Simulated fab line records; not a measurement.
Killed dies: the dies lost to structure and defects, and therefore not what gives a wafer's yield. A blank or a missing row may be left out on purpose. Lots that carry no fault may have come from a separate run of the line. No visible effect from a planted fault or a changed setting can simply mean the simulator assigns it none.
Chamber matching -- flow n5Finfet -- pecvd-01 running N5_PASSIVATION_PECVD_00: 3 sister chambers
The step deposits SiO2 from SiH4/N2O, target thk 200 nm, time 11.2 s. 3 wafers are shown with their chamber, then 10 later ones without.

## WAFERS PAIRED WITH THEIR CHAMBERS
wafer,chamber,throttleValvePct (%)
L089.4,0,52.6
L089.6,1,50.1
L092.4,2,46.9

## WAFERS WITHOUT THEIR CHAMBER
wafer,throttleValvePct (%)
L092.5,50.1
L090.1,50.4
L090.4,46.7
L090.6,52.8
L094.2,52.8
L094.5,52.7
L094.6,49.9
L095.1,49.9
L095.3,50.1
L095.4,46.8

## THE CHAMBER EACH PASSED THROUGH
wafer,from the rows above,in truth
L092.5,1,1
L090.1,1,1
L090.4,2,2
L090.6,0,0
L094.2,0,0
L094.5,0,0
L094.6,1,1
L095.1,1,1
L095.3,1,1
L095.4,2,2
Correct placement for 10 of the 10. Can't be placed from these rows: 0. Wrongly placed: 0.
How it was worked out, from the rows above alone: a wafer's distance from a chamber is the root of the sum, over the readings, of the square of ((its reading less the chamber's mean) divided by the reading's scatter). If the next closest chamber is less than 2 further off than the closest, the wafer can't be placed; otherwise it belongs to the closest. For every chamber, the mean is computed from those of its wafers that are shown. The scatter: with one shown wafer a chamber, the root of the mean of the squares of how far each hidden wafer lies from its nearest shown one.
